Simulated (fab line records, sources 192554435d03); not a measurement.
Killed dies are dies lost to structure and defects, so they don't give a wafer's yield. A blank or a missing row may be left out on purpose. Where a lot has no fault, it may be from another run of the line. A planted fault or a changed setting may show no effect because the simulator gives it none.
The tool behind it: which one?    flow n5_finfet    27 wafers from 9 lots sampled at 3 of the route's 1938 steps

## WHAT THE GAUGES READ, wafer by wafer
N5_PMOS_HMC_CHANNEL_EPI_THK_MEAS_22.
lot   measured     on             HMC_CMP_THK (nm)
L819  day 2 02:01  film_metro-01  53.7 54.5 54.6
L820  day 2 07:59  film_metro-02  53.5 53.3 54.6
L824  day 3 07:28  film_metro-02  55.0 54.5 54.6
L825  day 3 13:46  film_metro-02  54.3 52.8 53.9
L832  day 5 08:12  film_metro-01  55.1 54.4 54.3
L833  day 5 14:37  film_metro-02  53.6 51.1 51.0
L834  day 5 20:17  film_metro-02  54.4 54.5 53.0
L835  day 6 02:26  film_metro-01  54.4 50.5 49.5
L840  day 7 08:17  film_metro-02  54.8 55.5 54.3

## WHAT TOOL EACH LOT RAN ON (gives the tool, then ch and the chambers of the sampled wafers, and finally the start)
lot   N5_PMOS_HMC_CHANNEL_EPI_HM_OPEN_15  N5_PMOS_HMC_CHANNEL_EPI_FIN_RECESS_16
L819  rie_diel-06 ch 0,3, day 1 23:50     rie_si-06 ch 0,1, day 2 00:13
L820  rie_diel-01 ch 0,1,2, day 2 05:41   rie_si-06 ch 1,2, day 2 06:04
L824  rie_diel-06 ch 0,1, day 3 05:16     rie_si-02 ch 2,3, day 3 05:40
L825  rie_diel-06 ch 0,1,2, day 3 11:34   rie_si-04 ch 0,1,2, day 3 11:57
L832  rie_diel-03 ch 0,1, day 5 05:35     rie_si-02 ch 1,2, day 5 06:00
L833  rie_diel-01 ch 0,1,2, day 5 12:00   rie_si-06 ch 0,1,2, day 5 12:24
L834  rie_diel-06 ch 0,1,3, day 5 17:39   rie_si-04 ch 1,2,3, day 5 18:03
L835  rie_diel-01 ch 0,1,3, day 5 23:46   rie_si-06 ch 0,2,3, day 6 00:10
L840  rie_diel-03 ch 1,3, day 7 06:05     rie_si-02 ch 0,2, day 7 06:28
- N5_PMOS_HMC_CHANNEL_EPI_HM_OPEN_15: chemistry CHF3/O2, target SiO2, target depth 40.6 nm, time 20.3 s.
- N5_PMOS_HMC_CHANNEL_EPI_FIN_RECESS_16: chemistry HBr/Cl2, target Si, target depth 54 nm, time 18 s.

## THE ANSWER, worked out from the rows above alone
Rule: the lots themselves supply what counts as usual. The widest of any qualifying gaps counts: lots, ordered by their means at a reading, are off when they make up no more than a third of the lots, leave a main group of 4 or more, and stand apart from it by 3 or more times the standard deviation of that group's means. If all means in a main group match to the digits the tables above print for the reading, that group is not used. Also off: a lot with no number at a reading for which 4 or more lots have one. Where the step has rows for the other lots, those lots are counted as sound.
Off: at N5_PMOS_HMC_CHANNEL_EPI_THK_MEAS_22 (HMC_CMP_THK), L833, L835. Main group: mean 54.3 nm, sd 0.44.
A tool fits if, at a process step before that reading, it ran every lot that is off, and no sound lot after the first of them. The gauges at N5_PMOS_HMC_CHANNEL_EPI_THK_MEAS_22 are tried like those tools. Undecided on this evidence; 2 tools fit (rie_diel-01 at N5_PMOS_HMC_CHANNEL_EPI_HM_OPEN_15, rie_si-06 at N5_PMOS_HMC_CHANNEL_EPI_FIN_RECESS_16).

## WHAT THE SIMULATOR HAD INSERTED
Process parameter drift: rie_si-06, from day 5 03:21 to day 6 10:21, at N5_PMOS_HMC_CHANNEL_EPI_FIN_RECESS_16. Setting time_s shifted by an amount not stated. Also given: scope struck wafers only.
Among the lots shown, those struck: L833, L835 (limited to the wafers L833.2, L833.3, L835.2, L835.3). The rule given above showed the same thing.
